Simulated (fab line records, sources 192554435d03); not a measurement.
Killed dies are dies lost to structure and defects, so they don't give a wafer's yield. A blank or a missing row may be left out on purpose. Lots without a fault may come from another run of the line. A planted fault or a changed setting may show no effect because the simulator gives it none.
Chamber matching | flow n5_finfet | N5_HKMG_FIN_STRIP_34 on rie_diel-04: 4 sister chambers
The step strips in CF4. 4 wafers are shown with their chamber, then 8 later ones without.

WAFERS WITH THEIR CHAMBER
wafer  | chamber | drypump_motor_current_A (A)
L080.1 | 1       | 4.7
L086.3 | 3       | 5.4
L086.4 | 2       | 5.6
L088.1 | 0       | 5.5

WAFERS WITHOUT THEIR CHAMBER
wafer  | drypump_motor_current_A (A)
L088.2 | 5.4
L088.3 | 4.8
L091.3 | 5.6
L091.4 | 4.8
L091.6 | 5.6
L095.2 | 5.6
L095.3 | 4.7
L095.6 | 5.5

WHICH CHAMBER EACH WENT THROUGH
wafer  | from the rows above | in truth
L088.2 | 3                   | 3
L088.3 | 1                   | 1
L091.3 | 2                   | 2
L091.4 | 1                   | 1
L091.6 | 2                   | 2
L095.2 | 2                   | 2
L095.3 | 1                   | 1
L095.6 | 0                   | 0
Placed correctly: 8 of 8. Can't be placed from these rows: 0. Placed wrongly: 0.
How it was worked out, from the rows above alone: a wafer's distance from a chamber is the root of the sum, over the readings, of the square of ((its reading less the chamber's mean) divided by the reading's scatter). The wafer belongs to the nearest chamber; if the next one is less than 2 further off, it can't be placed. A chamber's mean is the mean of its shown wafers. The scatter: with one shown wafer a chamber, the root of the mean of the squares of how far each hidden wafer lies from its nearest shown one.
